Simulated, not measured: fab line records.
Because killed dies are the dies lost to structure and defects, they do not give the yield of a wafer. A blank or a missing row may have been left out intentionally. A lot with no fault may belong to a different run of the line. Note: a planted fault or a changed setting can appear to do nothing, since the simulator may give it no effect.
Split-lot experiment	flow n5Finfet	route with 1938 steps; 7 lots, 21 wafers read

THE SPLIT
At N5_BEOL_M15_PEB_26 (peb time 90 s), the setting pebTempC was moved away from the recipe's 130 C on 7 of the 21 wafers read, by -2.8% to +2.4%. The other wafers ran this setting at the recipe's value.

FROM THE SPLIT TO THE READING: what the file shows between them, 2 steps
- N5_BEOL_M15_DEVELOP_27: develop time 45 s
- N5_BEOL_M15_HARDBAKE_32: time 120 s

THE READING
cdNm at N5_BEOL_M15_CD_MEAS_28, given in nm (cd target 407.6 nm). A value of 407.8 nm with a standard deviation of 1.8 nm is what fault-free wafers of this fab line usually give.

wafer	tool, chamber at the split	pebTempC as run, C	against the recipe	cdNm, nm	against lot-mates on the recipe
L074.3	lithoTrack-01, 0	129	-0.8%	401.9	-4.3
L074.4	lithoTrack-01, 0	130	recipe	406.2	-
L074.5	lithoTrack-01, 0	129	-0.8%	400.7	-5.5
L076.1	lithoTrack-03, 0	126.4	-2.8%	389.3	-18.0
L076.4	lithoTrack-03, 0	130	recipe	407.3	-
L076.6	lithoTrack-03, 0	126.4	-2.8%	388.4	-18.9
L080.2	lithoTrack-02, 0	130	recipe	407.2	-
L080.5	lithoTrack-02, 0	130	recipe	409.2	-
L080.6	lithoTrack-02, 0	130	recipe	408.0	-
L081.3	lithoTrack-01, 0	130	recipe	406.4	-
L081.4	lithoTrack-01, 0	133.1	+2.4%	419.4	+13.0
L081.6	lithoTrack-01, 0	133.1	+2.4%	419.9	+13.5
L088.1	lithoTrack-01, 0	130	recipe	405.5	-
L088.2	lithoTrack-01, 0	130	recipe	404.6	-
L088.5	lithoTrack-01, 0	130	recipe	404.9	-
L090.1	lithoTrack-03, 0	131.3	+1.0%	413.9	+5.1
L090.4	lithoTrack-03, 0	130	recipe	408.2	-
L090.6	lithoTrack-03, 0	130	recipe	409.4	-
L097.1	lithoTrack-03, 0	130	recipe	410.1	-
L097.2	lithoTrack-03, 0	130	recipe	409.0	-
L097.5	lithoTrack-03, 0	130	recipe	410.2	-

FIT RESULTS
A straight line over all 21 wafers: cdNm changes by +6.11 nm for each +1% of pebTempC; r = +0.97; the points scatter about the line by 1.8 nm.
The same after taking each lot's own level away (the mean of its wafers on the recipe; 21 wafers): +6.15 nm for each +1%; r = +0.99; scatter 0.8 nm.
On that fit, the largest move of pebTempC shifts the reading by 17 nm.
Across the lots, their own levels run from 405.00 to 409.77 nm, a range of 2.6 times the standard deviation given above.
Consequently the slope shifts little with the lot-to-lot level, the two slopes agreeing.
Check: -17.1 nm against its lot-mates is what the line predicts for one of the wafers moved furthest among these (-2.8%) when that wafer is left out of the fit. It came out at -18 nm against them.

OTHER SPLITS APPLIED TO THESE WAFERS
Note: prior to the reading, these wafers also went through further splits. Each is held against what the fit with the lots' levels taken away leaves over:
other split on the same wafers	wafers away from the commonest value	r with cdNm (lot level and that fit taken away)
N5_BEOL_M12_PEB_08 pebTimeS	9	+0.47
N5_BEOL_M12_SPUTTER_44 powerW	7	-0.07
N5_BEOL_M14_ILD_DEP_00 tempC	7	+0.16

THE WHOLE CHAIN: every reading that the file lists as answering this split, in the file's order
step	what it does	reading	change (the file's fit)	r (the file's)
N5_BEOL_M15_CD_MEAS_28	target cd 407.6 nm	cdNm	+6.13 nm for each +1% of the setting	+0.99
N5_BEOL_M15_DESCUM_33	chemistry O2, time 7.9 s	BEOL_M15.cdNm (the simulator's own value, which no gauge read)	+6.15 nm for each +1% of the setting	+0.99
N5_BEOL_M15_ETCH_61	etches BARC in N2/H2, target depth 89 nm, overetch 26.7 nm, time 67.9 s	BEOL_M15.cdNm (the simulator's own value, which no gauge read)	+6.08 nm for each +1% of the setting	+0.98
N5_BEOL_M15_TRENCH_ETCH_34	etches SiO2 in C4F8/O2/Ar, target depth 872.93 nm, time 199 s	BEOL_M15.cdNm (the simulator's own value, which no gauge read)	+6.01 nm for each +1% of the setting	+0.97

FILE'S OWN FIT
cdNm changes by +6.13 nm for each +1% of pebTempC, r = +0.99.
